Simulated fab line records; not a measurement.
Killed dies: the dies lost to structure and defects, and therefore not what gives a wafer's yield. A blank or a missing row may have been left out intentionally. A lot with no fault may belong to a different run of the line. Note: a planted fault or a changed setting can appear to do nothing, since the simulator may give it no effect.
Matching of chambers ; flow n5Finfet ; 4 sister chambers for N5_MOL_CONTACT_COAG_STRIP_98 on rieDiel-05
The step strips in N2/H2. 8 wafers are shown with their chamber, then 10 later ones without.

EACH WAFER AND ITS CHAMBER
wafer;chamber;drypumpMotorCurrentA (A);throttleValvePct (%)
L074.1;2;5.8;19.02
L082.1;1;5.4;19.10
L082.2;0;5.5;18.63
L088.1;0;5.5;18.67
L088.2;3;6.4;19.35
L088.5;3;6.3;19.34
L092.1;1;5.4;19.11
L092.3;2;5.8;18.65

WAFERS WHOSE CHAMBER IS MISSING
wafer;drypumpMotorCurrentA (A);throttleValvePct (%)
L092.5;5.6;18.63
L093.3;5.4;19.12
L093.5;5.5;19.11
L093.6;5.8;18.65
L095.2;5.6;18.66
L095.5;5.5;18.67
L095.6;6.3;19.38
L097.2;5.4;19.11
L097.4;5.8;18.64
L097.6;5.4;19.12

WHICH CHAMBER EACH ONE RAN IN
wafer;from the rows above;in truth
L092.5;0;0
L093.3;1;1
L093.5;can't be placed: 1 or 0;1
L093.6;2;2
L095.2;0;0
L095.5;0;0
L095.6;3;3
L097.2;1;1
L097.4;2;2
L097.6;1;1
Placed correctly: 9 of 10. Cannot be placed on the basis of these rows: 1; the candidates contain the true chamber in 1. Placed wrongly: 0.
How it was worked out, from the rows above alone: a wafer's distance from a chamber is the root of the sum, over the readings, of the square of ((its reading less the chamber's mean) divided by the reading's scatter). If the next closest chamber is less than 2 further off than the closest, the wafer can't be placed; otherwise it belongs to the closest. The mean given for a chamber averages the wafers shown for that chamber. The scatter: the root of (the sum of the squares of (reading less its chamber's mean) over the shown wafers, divided by (wafers less chambers)).
